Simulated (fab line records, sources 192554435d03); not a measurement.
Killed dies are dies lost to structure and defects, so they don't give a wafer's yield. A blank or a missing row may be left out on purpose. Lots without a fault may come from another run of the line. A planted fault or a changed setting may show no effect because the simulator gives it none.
fab line records | flow n5_finfet
record lots=24 wafers=72 last_day=18
route steps=1938 shown BEOL_M3@997 BEOL_M4@1036
lots that met no fault: from a run of the same line without faults
start_h: hours from the record's first day to the start of the lot's first wafer shown | wait_h: hours since the lot's step before | " the same as in the row above | L1.1+2: a row that stands for several wafers | - no value, or no start given | * or withheld: withheld | < > ~ a bound
route shown NAME@n: a module of which the file shows steps, and the number in the route of the first | usual: mean/standard deviation of fault-free wafers | same: alike in all rows | chamber/n: place in a boat | sites: the reading at each site | _std_site: their standard deviation | _edge_site: outer sites' mean less inner sites' | radius_mm: how far each site lies from the wafer's centre | mask NAME#n: copy n | behind: the tool/chamber that last shaped the wafer | hold: why the lot was held/for how many hours/how that ended | device: the transistor (n, p or np) that didn't switch | end of line: the same wafers' tests at the end of the route | a step without rows: its recipe alone | killed: dies lost to structure and defects at the first sort, not the wafer's yield | map: a wafer's dies, x killed, . not, _ none there
set.NAME: the setting as run; set.NAME@STEP: as run at that earlier step | model.NAME: the simulator's own value behind a step, which no gauge read
steps of the route over a sample of lots; a table a step, a row a wafer
services: from which hour (start_h, from the record's first day; less than 0 if before it) a tool's chamber was out of use, for how many hours, and why
## steps
# step N5_BEOL_M3_ANNEAL_80
# recipe temp_c=400 time_s=240 ambient=vacuum
# usual heater_power_w=854/68 susceptor_temp_C=400.03/0.21
# columns lot.wafer tool chamber start_h wait_h heater_power_w susceptor_temp_C
L074.1 pvd_sputter-02 - 153.44 0.0 860 400.03
L074.3 " - " " 900 400.17
L074.5 " - " " 840 400.03
L075.3 pvd_sputter-03 - 159.34 0.0 745 400.06
L075.4 " - " " 944 399.92
L075.5 " - " " 866 400.18
L076.1 pvd_sputter-02 - 161.32 0.0 901 399.81
L076.2 " - " " 877 399.91
L076.4 " - " " 820 399.76
L077.2 pvd_sputter-03 - 168.85 0.0 734 400.18
L077.4 " - " " 724 399.73
L077.5 " - " " 885 399.77
L078.3 pvd_sputter-01 - 170.81 0.0 830 400.10
L078.5 " - " " 814 400.28
L078.6 " - " " 751 399.73
L079.2 pvd_sputter-02 - 191.61 0.0 844 399.81
L079.3 " - " " 866 400.09
L079.4 " - " " 812 399.76
L080.1 pvd_sputter-01 - 193.19 0.0 986 400.05
L080.2 " - " " 735 400.09
L080.4 " - " " 812 400.02
L081.1 pvd_sputter-02 - 206.79 0.0 842 399.95
L081.3 " - " " 832 399.60
L081.4 " - " " 881 400.10
L082.1 pvd_sputter-03 - 210.08 0.0 959 400.09
L082.4 " - " " 894 399.90
L082.6 " - " " 897 400.04
L083.3 pvd_sputter-03 - 211.92 0.0 945 400.13
L083.4 " - " " 884 400.07
L083.5 " - " " 970 399.73
L084.2 pvd_sputter-01 - 218.31 0.0 806 399.65
L084.3 " - " " 743 399.92
L084.6 " - " " 740 399.99
L085.2 pvd_sputter-02 - 221.47 0.0 842 399.90
L085.5 " - " " 860 400.44
L085.6 " - " " 870 400.04
L087.3 pvd_sputter-02 - 223.39 0.0 855 400.20
L087.4 " - " " 902 400.41
L087.6 " - " " 833 399.87
L086.1 pvd_sputter-01 - 227.29 0.0 757 399.52
L086.2 " - " " 799 400.16
L086.6 " - " " 806 400.25
L088.1 pvd_sputter-03 - 237.24 0.0 736 400.21
L088.3 " - " " 947 400.27
L088.4 " - " " 900 400.20
L089.2 pvd_sputter-02 - 256.12 0.0 903 399.94
L089.3 " - " " 844 400.14
L089.4 " - " " 833 399.87
L090.3 pvd_sputter-03 - 265.28 0.0 915 399.80
L090.4 " - " " 995 399.91
L090.6 " - " " 982 400.11
L091.1 pvd_sputter-02 - 268.04 0.0 838 400.37
L091.2 " - " " 923 399.87
L091.6 " - " " 839 399.96
L093.4 pvd_sputter-02 - 269.92 0.0 902 400.49
L093.5 " - " " 920 400.51
L093.6 " - " " 831 400.13
L092.3 pvd_sputter-02 - 275.34 0.0 835 400.08
L092.4 " - " " 851 400.16
L092.5 " - " " 889 400.10
L095.1 pvd_sputter-02 - 286.73 0.0 866 400.09
L095.4 " - " " 905 400.07
L095.6 " - " " 893 400.20
L094.2 pvd_sputter-01 - 286.96 0.0 811 400.26
L094.5 " - " " 787 399.92
L094.6 " - " " 734 400.12
L097.2 pvd_sputter-02 - 288.67 0.0 829 399.85
L097.4 " - " " 849 400.13
L097.6 " - " " 857 399.90
L096.1 pvd_sputter-03 - 289.98 0.0 952 400.12
L096.2 " - " " 897 399.60
L096.4 " - " " 747 399.74
# step N5_BEOL_M3_SPUTTER_86
# recipe material=Cu target_thk_a=45 temp_c=-20 chamber_pressure_pa=0.07 power_w=withheld time_s=8.29
# usual susceptor_temp_C=-19.99/0.11 throttle_valve_pct=30.0/1.2
# columns lot.wafer tool chamber start_h wait_h susceptor_temp_C throttle_valve_pct
L074.1 pvd_sputter-02 - 153.80 0.1 -19.93 29.4
L074.3 " - " " -20.17 32.9
L074.5 " - " " -19.98 29.9
L075.3 pvd_sputter-03 - 159.70 0.1 -19.92 30.0
L075.4 " - " " -20.08 28.6
L075.5 " - " " -20.19 29.2
L076.1 pvd_sputter-02 - 161.68 0.1 -19.80 32.7
L076.2 " - " " -20.09 29.7
L076.4 " - " " -19.88 29.3
L077.2 pvd_sputter-03 - 169.21 0.1 -19.90 30.4
L077.4 " - " " -19.88 30.2
L077.5 " - " " -20.06 29.3
L078.3 pvd_sputter-01 - 171.17 0.1 -20.08 30.6
L078.5 " - " " -19.83 30.6
L078.6 " - " " -19.80 28.8
L079.2 pvd_sputter-02 - 191.97 0.1 -19.97 30.1
L079.3 " - " " -20.28 29.5
L079.4 " - " " -20.03 29.0
L080.1 pvd_sputter-01 - 193.55 0.1 -19.88 29.1
L080.2 " - " " -19.89 28.9
L080.4 " - " " -20.06 30.6
L081.1 pvd_sputter-02 - 207.15 0.1 -19.85 29.6
L081.3 " - " " -19.90 29.1
L081.4 " - " " -19.77 32.7
L082.1 pvd_sputter-03 - 210.44 0.1 -20.02 28.5
L082.4 " - " " -19.99 29.0
L082.6 " - " " -20.04 29.2
L083.3 pvd_sputter-03 - 212.28 0.1 -20.07 28.6
L083.4 " - " " -19.78 29.2
L083.5 " - " " -20.14 28.6
L084.2 pvd_sputter-01 - 218.67 0.1 -20.14 30.4
L084.3 " - " " -20.03 28.9
L084.6 " - " " -19.90 28.9
L085.2 pvd_sputter-02 - 221.83 0.1 -19.89 29.3
L085.5 " - " " -20.03 29.5
L085.6 " - " " -20.07 32.8
L087.3 pvd_sputter-02 - 223.75 0.1 -20.08 29.6
L087.4 " - " " -19.91 32.8
L087.6 " - " " -19.76 29.9
L086.1 pvd_sputter-01 - 227.65 0.1 -19.99 30.3
L086.2 " - " " -19.98 30.5
L086.6 " - " " -19.92 30.4
L088.1 pvd_sputter-03 - 237.60 0.1 -20.04 30.3
L088.3 " - " " -19.95 28.6
L088.4 " - " " -19.89 29.3
L089.2 pvd_sputter-02 - 256.48 0.1 -19.90 32.7
L089.3 " - " " -20.10 29.5
L089.4 " - " " -20.04 29.0
L090.3 pvd_sputter-03 - 265.64 0.1 -20.15 30.9
L090.4 " - " " -20.08 28.9
L090.6 " - " " -19.95 28.7
L091.1 pvd_sputter-02 - 268.40 0.1 -19.79 29.8
L091.2 " - " " -19.96 32.9
L091.6 " - " " -20.12 29.6
L093.4 pvd_sputter-02 - 270.28 0.1 -20.03 32.5
L093.5 " - " " -19.85 32.5
L093.6 " - " " -19.98 29.2
L092.3 pvd_sputter-02 - 275.70 0.1 -19.77 29.5
L092.4 " - " " -19.84 29.1
L092.5 " - " " -20.13 32.8
L095.1 pvd_sputter-02 - 287.09 0.1 -20.03 29.7
L095.4 " - " " -19.89 32.9
L095.6 " - " " -19.86 32.9
L094.2 pvd_sputter-01 - 287.32 0.1 -20.02 30.6
L094.5 " - " " -20.10 30.4
L094.6 " - " " -19.99 28.8
L097.2 pvd_sputter-02 - 289.03 0.1 -20.18 30.0
L097.4 " - " " -19.93 29.1
L097.6 " - " " -19.95 29.4
L096.1 pvd_sputter-03 - 290.34 0.1 -19.92 28.5
L096.2 " - " " -19.99 29.2
L096.4 " - " " -20.04 30.1
# step N5_BEOL_M3_CMP_52
# recipe stop_on=SiOC t_overpolish_s=6.8 down_force_psi=1 platen_rpm=50 clearing_platen_down_force_psi=1.5 clearing_platen_rpm=50 post_cmp_clean=cu_alkaline target_thk_nm=40 clearing_platen_pad_velocity_m_s=0.99484 pad_velocity_m_s=0.99484
# usual barrier_field_endpoint_s=24.7/0.58 motor_current_A=6.2/0.74 overpolish_run_s=6.802/0.0091 time_to_endpoint_s=62.7/2.7
# columns lot.wafer tool chamber start_h wait_h barrier_field_endpoint_s motor_current_A overpolish_run_s time_to_endpoint_s
L074.3 cmp-04 1 155.41 0.2 24.6 6.3 6.811 62.7
L074.1 " 2 " " 24.1 6.4 6.799 65.8
L074.5 " 2 " " 25.1 6.5 6.804 65.2
L075.4 cmp-02 2 161.30 0.1 25.1 5.8 6.816 65.0
L075.3 " 3 " " 24.4 4.6 6.807 61.0
L075.5 " 3 " " 24.2 4.5 6.788 64.6
L076.2 cmp-04 2 163.32 0.3 24.6 6.7 6.793 63.4
L076.4 " 3 " " 24.2 7.5 6.794 57.2
L076.1 " 0 " " 24.2 6.2 6.800 66.3
L077.4 cmp-02 1 170.88 0.2 25.3 5.4 6.815 62.9
L077.2 " 2 " " 24.5 5.3 6.790 66.9
L077.5 " 0 " " 24.6 6.4 6.812 60.8
L078.3 cmp-04 3 173.01 0.2 24.1 7.5 6.801 58.9
L078.5 " 1 " " 25.4 6.6 6.805 62.2
L078.6 " 2 " " 25.3 6.4 6.797 63.4
L079.3 cmp-03 2 194.06 0.3 25.2 7.1 6.796 64.6
L079.2 " 3 " " 25.3 6.4 6.806 66.5
L079.4 " 0 " " 24.9 6.1 6.804 63.1
L080.4 cmp-03 0 195.14 0.1 24.8 5.8 6.804 60.5
L080.2 " 2 " " 24.8 6.7 6.801 63.8
L080.1 " 3 " " 25.0 5.7 6.810 63.4
L081.1 cmp-02 0 208.74 0.3 24.5 6.4 6.804 64.1
L081.3 " 1 " " 24.3 5.4 6.801 63.8
L081.4 " 2 " " 24.8 5.5 6.785 63.7
L082.1 cmp-02 3 212.07 0.3 24.4 4.5 6.794 62.8
L082.4 " 1 " " 24.7 5.9 6.814 65.9
L082.6 " 2 " " 24.6 5.5 6.799 64.7
L083.4 cmp-04 3 214.01 0.2 24.3 7.5 6.808 58.9
L083.3 " 0 " " 24.1 6.3 6.804 65.2
L083.5 " 3 " " 24.2 7.5 6.778 58.9
L084.3 cmp-02 2 220.30 0.2 24.5 6.2 6.803 66.6
L084.2 " 0 " " 24.4 6.0 6.793 62.6
L084.6 " 2 " " 24.8 5.7 6.803 66.6
L085.2 cmp-03 0 223.46 0.2 24.7 5.8 6.792 60.9
L085.6 " 3 " " 24.7 6.1 6.801 59.5
L085.5 " 0 " " 23.7 5.8 6.807 59.5
L087.3 cmp-04 3 225.82 0.3 24.2 7.6 6.794 56.1
L087.4 " 0 " " 25.6 6.3 6.806 63.0
L087.6 " 1 " " 25.4 6.1 6.798 64.0
L086.1 cmp-04 3 229.28 0.3 25.2 7.4 6.808 63.6
L086.2 " 0 " " 25.5 6.8 6.807 68.5
L086.6 " 3 " " 25.0 7.0 6.805 59.1
L088.4 cmp-04 0 239.19 0.1 25.4 6.3 6.795 64.4
L088.3 " 1 " " 24.7 6.1 6.804 61.4
L088.1 " 2 " " 24.7 6.5 6.801 62.3
L089.3 cmp-04 1 258.08 0.2 25.2 6.2 6.808 63.9
L089.2 " 3 " " 24.7 7.3 6.806 62.2
L089.4 " 0 " " 25.3 6.8 6.803 67.8
L090.3 cmp-02 1 267.37 0.2 24.3 5.7 6.799 59.1
L090.4 " 2 " " 25.2 5.7 6.794 63.9
L090.6 " 3 " " 24.8 4.4 6.798 59.7
L091.1 cmp-04 1 270.05 0.3 24.7 6.3 6.786 60.9
L091.2 " 2 " " 24.2 6.3 6.794 60.5
L091.6 " 0 " " 24.6 6.4 6.806 65.1
L093.4 cmp-04 1 271.98 0.2 25.4 6.5 6.783 62.0
L093.5 " 2 " " 26.2 6.6 6.814 63.4
L093.6 " 3 " " 24.3 7.8 6.801 54.2
L092.3 cmp-04 0 277.37 0.2 24.2 6.2 6.802 63.5
L092.4 " 1 " " 24.7 6.3 6.811 60.3
L092.5 " 2 " " 24.8 6.4 6.802 64.5
L095.4 cmp-02 1 288.75 0.2 24.0 5.6 6.802 57.0
L095.1 " 2 " " 24.5 5.8 6.790 64.3
L095.6 " 3 " " 24.9 4.4 6.800 62.6
L094.2 cmp-03 2 289.02 0.3 25.4 7.0 6.796 66.4
L094.5 " 3 " " 25.5 5.9 6.799 68.1
L094.6 " 0 " " 25.6 5.9 6.813 63.9
L097.4 cmp-04 0 290.64 0.1 24.6 6.3 6.813 64.7
L097.2 " 3 " " 23.9 8.0 6.812 58.4
L097.6 " 1 " " 24.2 6.4 6.807 60.5
L096.1 cmp-03 1 291.97 0.3 24.7 6.2 6.801 65.2
L096.2 " 2 " " 25.4 6.9 6.795 66.7
L096.4 " 3 " " 25.1 6.0 6.776 68.3
# step N5_BEOL_M4_INSPECT_13
# recipe mode=adi inspect_instrument=brightfield
# usual raw_defect_count=400/96
# columns lot.wafer tool chamber start_h wait_h raw_defect_count
L074.1 defect_inspect-01 - 157.66 0.1 409
L074.3 " - " " 257
L074.5 " - " " 313
L075.3 defect_inspect-01 - 163.80 0.0 495
L075.4 " - " " 639
L075.5 " - " " 702
L076.1 defect_inspect-02 - 164.94 0.1 417
L076.2 " - " " 231
L076.4 " - " " 291
L077.2 defect_inspect-01 - 172.92 0.0 473
L077.4 " - " " 323
L077.5 " - " " 449
L078.3 defect_inspect-01 - 174.60 0.0 445
L078.5 " - " " 424
L078.6 " - " " 428
L079.2 defect_inspect-02 - 195.57 0.0 364
L079.3 " - " " 269
L079.4 " - " " 338
L080.1 defect_inspect-02 - 198.11 0.1 307
L080.2 " - " " 370
L080.4 " - " " 300
L081.1 defect_inspect-01 - 210.31 0.1 434
L081.3 " - " " 529
L081.4 " - " " 374
L082.1 defect_inspect-02 - 214.56 0.1 292
L082.4 " - " " 349
L082.6 " - " " 283
L083.3 defect_inspect-02 - 215.42 0.0 304
L083.4 " - " " 309
L083.5 " - " " 312
L084.2 defect_inspect-02 - 223.92 0.0 275
L084.3 " - " " 343
L084.6 " - " " 365
L085.2 defect_inspect-01 - 224.83 0.0 314
L085.5 " - " " 445
L085.6 " - " " 344
L087.3 defect_inspect-01 - 227.38 0.0 570
L087.4 " - " " 374
L087.6 " - " " 454
L086.1 defect_inspect-02 - 231.08 0.1 334
L086.2 " - " " 411
L086.6 " - " " 254
L088.1 defect_inspect-01 - 240.65 0.1 530
L088.3 " - " " 438
L088.4 " - " " 383
L089.2 defect_inspect-02 - 260.56 0.0 417
L089.3 " - " " 473
L089.4 " - " " 311
L090.3 defect_inspect-02 - 271.11 0.0 268
L090.4 " - " " 343
L090.6 " - " " 323
L091.1 defect_inspect-01 - 271.89 0.1 404
L091.2 " - " " 324
L091.6 " - " " 428
L093.4 defect_inspect-01 - 274.72 0.0 446
L093.5 " - " " 498
L093.6 " - " " 436
L092.3 defect_inspect-01 - 279.40 0.0 520
L092.4 " - " " 558
L092.5 " - " " 501
L095.1 defect_inspect-01 - 289.94 0.1 424
L095.4 " - " " 477
L095.6 " - " " 425
L094.2 defect_inspect-01 - 292.44 0.0 544
L094.5 " - " " 416
L094.6 " - " " 456
L097.2 defect_inspect-01 - 292.84 0.0 470
L097.4 " - " " 396
L097.6 " - " " 357
L096.1 defect_inspect-01 - 295.28 0.1 365
L096.2 " - " " 483
L096.4 " - " " 399
# step N5_BEOL_M4_ETCH_74
# recipe chemistry=N2/H2 target=underlayer target_depth_a=65 mask_material=CAR-EUV time_s=5.2 ion_energy_ev=200 pressure_mtorr=30 source_w=840 bias_w=150 n2_flow_sccm=200 h2_flow_sccm=200 ends=cleared
# usual drypump_motor_current_A=5.6/0.49 etch_rf_on_time_s=5.20/0.11 oes_product_au=0.67/0.082 rf_vpp_V=523.7/2.8 showerhead_plenum_p_Torr=2.54/0.085 throttle_valve_pct=17.83/0.2
# columns lot.wafer tool chamber start_h wait_h drypump_motor_current_A etch_rf_on_time_s oes_product_au rf_hours_counter_h rf_vpp_V showerhead_plenum_p_Torr throttle_valve_pct
L074.1 rie_diel-04 2 158.18 0.0 5.7 5.27 0.69 99 520.9 2.46 17.88
L074.3 " 3 " " 5.4 5.35 0.57 247 524.3 2.60 17.88
L074.5 " 1 " " 6.2 5.39 0.60 - 522.5 2.55 18.09
L075.3 rie_diel-04 2 164.24 0.0 5.7 5.14 0.70 100 521.1 2.46 17.87
L075.4 " 1 " " 6.2 5.35 0.61 177 523.4 2.55 18.07
L075.5 " 0 " " 5.5 5.17 0.59 - 524.6 2.61 17.83
L076.1 rie_diel-04 2 165.80 0.0 5.7 5.15 0.69 101 522.3 2.46 17.84
L076.2 " 1 " " 6.2 5.30 0.60 178 523.8 2.55 18.07
L076.4 " 3 " " 5.4 5.34 0.58 250 528.0 2.60 17.87
L077.2 rie_diel-01 3 172.99 0.0 5.9 5.32 0.65 125 523.1 2.55 18.03
L077.4 " 0 " " 5.7 5.34 0.69 - 523.3 2.46 17.57
L077.5 " 3 " " 5.9 5.30 0.65 - 524.7 2.55 18.03
L078.3 rie_diel-03 3 174.67 0.0 4.8 5.23 0.65 116 524.3 2.55 17.84
L078.5 " 2 " " 6.2 5.41 0.60 - 523.9 2.52 17.83
L078.6 " 1 " " 6.4 5.29 0.62 - 522.3 2.45 17.78
L079.2 rie_diel-01 1 195.65 0.0 5.1 5.21 0.60 225 518.7 2.43 18.18
L079.3 " 2 " " 5.0 5.25 0.83 5 529.9 2.70 17.68
L079.4 " 3 " " 5.9 5.34 0.65 133 525.5 2.54 18.09
L080.1 rie_diel-01 0 198.18 0.0 5.7 5.21 0.69 94 522.7 2.46 17.64
L080.2 " 1 " " 5.1 5.23 0.60 226 520.5 2.43 18.18
L080.4 " 3 " " 5.9 5.38 0.65 134 524.7 2.54 18.05
L081.1 rie_diel-04 3 210.38 0.0 5.4 5.01 0.85 4 524.2 2.59 17.45
L081.3 " 2 " " 5.7 5.03 0.69 120 518.9 2.45 17.88
L081.4 " 2 " " 5.7 5.06 0.69 - 522.7 2.45 17.90
L082.1 rie_diel-04 2 214.94 0.0 5.7 5.06 0.69 122 519.5 2.45 17.93
L082.4 " 1 " " 6.2 5.19 0.60 - 523.3 2.54 18.10
L082.6 " 3 " " 5.4 4.97 0.85 - 526.9 2.59 17.47
L083.3 rie_diel-04 3 215.49 0.0 5.4 5.02 0.85 7 527.0 2.59 17.49
L083.4 " 3 " " 5.4 5.00 0.84 - 526.2 2.59 17.47
L083.5 " 1 " " 6.2 5.26 0.60 - 521.4 2.54 18.09
L084.2 rie_diel-03 2 224.97 0.0 6.2 5.27 0.60 196 522.8 2.51 17.86
L084.3 " 1 " " 6.3 5.16 0.61 198 519.8 2.44 17.85
L084.6 " 0 " " 5.1 5.14 0.73 - 527.9 2.69 17.71
L085.2 rie_diel-01 1 225.29 0.0 5.1 5.14 0.59 236 521.2 2.42 18.18
L085.5 " 1 " " 5.1 5.23 0.59 - 518.0 2.42 18.20
L085.6 " 0 " " 5.7 5.27 0.67 - 522.5 2.46 17.64
L087.3 rie_diel-01 0 227.45 0.0 5.7 5.19 0.69 105 521.4 2.46 17.63
L087.4 " 1 " " 5.1 5.17 0.59 237 519.6 2.42 18.19
L087.6 " 0 " " 5.7 5.23 0.69 - 521.4 2.46 17.63
L086.1 rie_diel-03 1 231.16 0.0 6.3 5.26 0.62 199 519.8 2.44 17.82
L086.2 " 2 " " 6.2 5.35 0.60 198 523.2 2.51 17.84
L086.6 " 1 " " 6.4 5.28 0.61 - 521.0 2.44 17.87
L088.1 rie_diel-03 1 240.72 0.0 6.3 5.13 0.63 202 521.8 2.44 17.86
L088.3 " 2 " " 6.2 5.29 0.60 201 522.9 2.51 17.88
L088.4 " 0 " " 5.1 5.07 0.73 75 528.2 2.69 17.71
L089.2 rie_diel-03 1 260.63 0.0 6.4 5.20 0.61 208 521.7 2.43 17.88
L089.3 " 0 " " 5.1 5.13 0.72 81 525.6 2.69 17.72
L089.4 " 3 " " 4.8 5.23 0.64 143 524.3 2.54 17.88
L090.3 rie_diel-04 3 271.17 0.0 5.4 5.03 0.79 30 525.5 2.58 17.50
L090.4 " 0 " " 5.5 5.03 0.80 18 527.0 2.60 17.45
L090.6 " 3 " " 5.4 4.96 0.80 - 527.9 2.58 17.50
L091.1 rie_diel-01 3 271.95 0.0 5.9 5.34 0.63 162 523.3 2.53 18.09
L091.2 " 1 " " 5.1 5.13 0.85 0 528.3 2.74 17.78
L091.6 " 0 " " 5.7 5.26 0.66 - 522.7 2.45 17.66
L093.4 rie_diel-04 1 274.79 0.0 6.2 5.30 0.59 217 521.5 2.54 18.12
L093.5 " 0 " " 5.5 4.99 0.81 - 525.3 2.60 17.46
L093.6 " 3 " " 5.4 5.00 0.79 - 524.3 2.58 17.53
L092.3 rie_diel-04 0 279.63 0.0 5.5 5.06 0.79 22 526.5 2.60 17.45
L092.4 " 3 " " 5.4 4.99 0.79 33 527.7 2.58 17.53
L092.5 " 3 " " 5.4 5.04 0.79 - 527.8 2.58 17.49
L095.1 rie_diel-03 1 290.01 0.0 6.4 5.21 0.61 218 520.6 2.43 17.87
L095.4 " 2 " " 6.2 5.26 0.59 216 520.7 2.50 17.87
L095.6 " 2 " " 6.2 5.29 0.60 - 523.1 2.50 17.90
L094.2 rie_diel-03 1 292.51 0.0 6.3 5.20 0.61 220 518.4 2.43 17.90
L094.5 " 2 " " 6.2 5.26 0.60 - 523.8 2.50 17.91
L094.6 " 3 " " 4.8 5.24 0.63 - 523.1 2.53 17.92
L097.2 rie_diel-03 1 292.91 0.0 6.3 5.20 0.61 220 520.7 2.43 17.91
L097.4 " 2 " " 6.2 5.29 0.59 217 524.6 2.50 17.89
L097.6 " 3 " " 4.8 5.22 0.62 - 524.8 2.53 17.92
L096.1 rie_diel-04 1 295.36 0.0 6.2 5.33 0.59 225 523.6 2.53 18.12
L096.2 " 3 " " 5.4 4.97 0.79 37 525.1 2.58 17.55
L096.4 " 0 " " 5.5 5.06 0.79 26 525.3 2.59 17.45
# step N5_BEOL_M4_STRIP_19
# recipe chemistry=O2 power_w=400 temp_c=40 pressure_mtorr=30 rf_frequency_hz=6e+07 bias_power_w=0 overash_fraction=0.2 o2_flow_sccm=225
# usual drypump_motor_current_A=5.6/0.47 oes_product_au=0.80/0.1 rf_vpp_V=3.7/0.5 showerhead_plenum_p_Torr=2.10/0.075 throttle_valve_pct=16.66/0.19
# same bias_power_w=0
# columns lot.wafer tool chamber start_h wait_h drypump_motor_current_A oes_product_au rf_hours_counter_h rf_vpp_V showerhead_plenum_p_Torr throttle_valve_pct
L074.1 rie_diel-01 0 158.52 0.1 5.7 0.83 79 3.3 2.04 16.44
L074.3 " 1 " " 5.1 0.72 212 4.2 1.98 16.86
L074.5 " 3 " " 5.9 0.77 - 3.7 2.11 16.83
L075.3 rie_diel-04 2 164.80 0.3 5.7 0.80 101 3.4 2.03 16.63
L075.4 " 0 " " 5.5 0.67 246 3.6 2.15 16.72
L075.5 " 0 " " 5.5 0.68 - 4.3 2.15 16.72
L076.1 rie_diel-01 0 166.14 0.1 5.7 0.81 82 3.3 2.04 16.46
L076.2 " 1 " " 5.1 0.71 216 3.9 1.98 16.85
L076.4 " 1 " " 5.1 0.71 - 3.5 1.98 16.85
L077.2 rie_diel-03 1 173.32 0.1 6.3 0.74 179 4.3 2.00 16.55
L077.4 " 3 " " 4.9 0.78 115 3.1 2.13 16.93
L077.5 " 0 " " 5.1 0.89 - 3.5 2.23 16.50
L078.3 rie_diel-04 1 175.00 0.1 6.2 0.71 183 3.5 2.09 16.80
L078.5 " 2 " " 5.7 0.80 - 3.7 2.03 16.63
L078.6 " 0 " " 5.5 0.67 - 4.0 2.15 16.74
L079.2 rie_diel-01 2 196.07 0.2 5.0 0.97 5 4.0 2.25 16.66
L079.3 " 3 " " 5.9 0.76 133 4.7 2.11 16.84
L079.4 " 0 " " 5.7 0.83 93 3.3 2.04 16.48
L080.1 rie_diel-04 1 198.51 0.1 6.2 0.71 192 3.5 2.09 16.82
L080.2 " 2 " " 5.7 0.81 115 3.2 2.03 16.65
L080.4 " 1 " " 6.2 0.71 - 5.2 2.09 16.80
L081.1 rie_diel-04 3 210.71 0.1 5.4 0.99 4 3.6 2.14 16.37
L081.3 " 2 " " 5.7 0.80 120 4.3 2.03 16.68
L081.4 " 2 " " 5.7 0.80 - 3.6 2.03 16.65
L082.1 rie_diel-04 2 215.27 0.1 5.7 0.79 122 3.3 2.03 16.67
L082.4 " 2 " " 5.7 0.80 - 3.5 2.03 16.68
L082.6 " 1 " " 6.2 0.71 - 2.8 2.08 16.84
L083.3 rie_diel-01 1 215.82 0.1 5.1 0.71 232 4.2 1.98 16.89
L083.4 " 3 " " 5.9 0.76 141 3.8 2.10 16.85
L083.5 " 3 " " 5.9 0.75 - 4.1 2.11 16.86
L084.2 rie_diel-04 0 225.32 0.1 5.5 1.00 1 3.1 2.15 16.26
L084.3 " 3 " " 5.4 0.95 12 4.1 2.14 16.39
L084.6 " 0 " " 5.5 0.99 - 2.9 2.15 16.25
L085.2 rie_diel-04 0 225.63 0.1 5.5 1.01 1 3.6 2.15 16.24
L085.5 " 0 " " 5.4 1.00 - 3.8 2.15 16.25
L085.6 " 3 " " 5.4 0.97 - 2.9 2.14 16.37
L087.3 rie_diel-01 0 227.78 0.1 5.7 0.80 105 4.1 2.03 16.50
L087.4 " 3 " " 5.9 0.75 145 4.4 2.10 16.86
L087.6 " 2 " " 5.0 0.95 - 4.4 2.25 16.68
L086.1 rie_diel-03 0 231.49 0.1 5.1 0.85 73 3.9 2.22 16.54
L086.2 " 3 " " 4.8 0.76 135 4.5 2.12 16.96
L086.6 " 1 " " 6.3 0.71 - 3.6 1.99 16.58
L088.1 rie_diel-03 0 241.07 0.1 5.1 0.85 75 4.3 2.22 16.54
L088.3 " 1 " " 6.4 0.72 202 3.4 1.99 16.58
L088.4 " 2 " " 6.2 0.71 201 4.1 2.07 16.70
L089.2 rie_diel-04 2 260.97 0.1 5.7 0.78 140 3.5 2.02 16.69
L089.3 " 3 " " 5.4 0.94 25 3.8 2.14 16.39
L089.4 " 1 " " 6.2 0.70 213 3.2 2.08 16.85
L090.3 rie_diel-04 2 271.50 0.1 5.7 0.77 144 4.0 2.02 16.71
L090.4 " 3 " " 5.4 0.93 30 4.0 2.14 16.41
L090.6 " 1 " " 6.2 0.69 - 3.0 2.08 16.86
L091.1 rie_diel-03 3 272.32 0.1 4.8 0.75 146 3.8 2.12 16.97
L091.2 " 2 " " 6.2 0.71 209 4.0 2.06 16.73
L091.6 " 3 " " 4.8 0.75 - 3.0 2.12 16.99
L093.4 rie_diel-03 3 275.21 0.1 4.8 0.75 147 3.1 2.12 16.98
L093.5 " 1 " " 6.4 0.71 - 3.3 1.99 16.62
L093.6 " 2 " " 6.2 0.71 - 4.5 2.06 16.72
L092.3 rie_diel-01 1 280.03 0.1 5.1 0.98 3 3.7 2.23 16.44
L092.4 " 2 " " 5.0 0.91 37 3.0 2.24 16.72
L092.5 " 3 " " 5.9 0.73 - 3.2 2.10 16.91
L095.1 rie_diel-01 0 290.35 0.1 5.7 0.77 131 3.9 2.02 16.55
L095.4 " 3 " " 5.9 0.72 168 3.3 2.10 16.90
L095.6 " 1 " " 5.1 0.96 - 2.6 2.23 16.45
L094.2 rie_diel-04 3 292.84 0.1 5.4 0.91 36 4.3 2.13 16.41
L094.5 " 0 " " 5.5 0.91 - 3.6 2.14 16.31
L094.6 " 3 " " 5.4 0.91 - 3.3 2.13 16.42
L097.2 rie_diel-04 1 293.24 0.1 6.2 0.69 224 2.8 2.07 16.85
L097.4 " 2 " " 5.7 0.76 151 3.7 2.02 16.73
L097.6 " 2 " " 5.7 0.75 - 3.5 2.02 16.72
L096.1 rie_diel-03 2 295.69 0.1 6.2 0.71 218 3.2 2.06 16.74
L096.2 " 1 " " 6.3 0.71 221 2.7 1.99 16.60
L096.4 " 0 " " 5.1 0.83 93 4.1 2.21 16.59
## services
# columns tool chamber start_h hours kind
rie_diel-03 3 138.36 7.2 repair
pvd_sputter-02 - 139.18 2.4 repair
cmp-04 - 166.12 0.4 repair
rie_diel-04 3 166.36 - clean
rie_diel-04 3 166.36 - consumable_replace:esc
rie_diel-04 3 166.36 - consumable_replace:focus_ring
rie_diel-04 3 166.36 32.4 scheduled_down
rie_diel-04 3 166.36 32.4 vent_cycle
pvd_sputter-02 - 172.16 13.8 repair
cmp-02 - 172.78 10.8 repair
cmp-04 - 175.24 1.2 repair
cmp-04 - 176.48 1.7 repair
rie_diel-01 2 182.58 1.8 repair
cmp-04 - 191.45 4.0 pm
rie_diel-04 0 199.48 - clean
rie_diel-04 0 199.48 - consumable_replace:focus_ring
rie_diel-04 0 199.48 23.8 scheduled_down
rie_diel-04 0 199.48 23.8 vent_cycle
cmp-02 - 207.32 1.2 repair
cmp-02 - 233.94 0.3 repair
rie_diel-04 1 244.41 8.5 repair
rie_diel-03 - 245.05 0.2 repair
cmp-04 - 251.68 0.3 repair
cmp-02 - 258.82 0.9 repair
## key
fault none
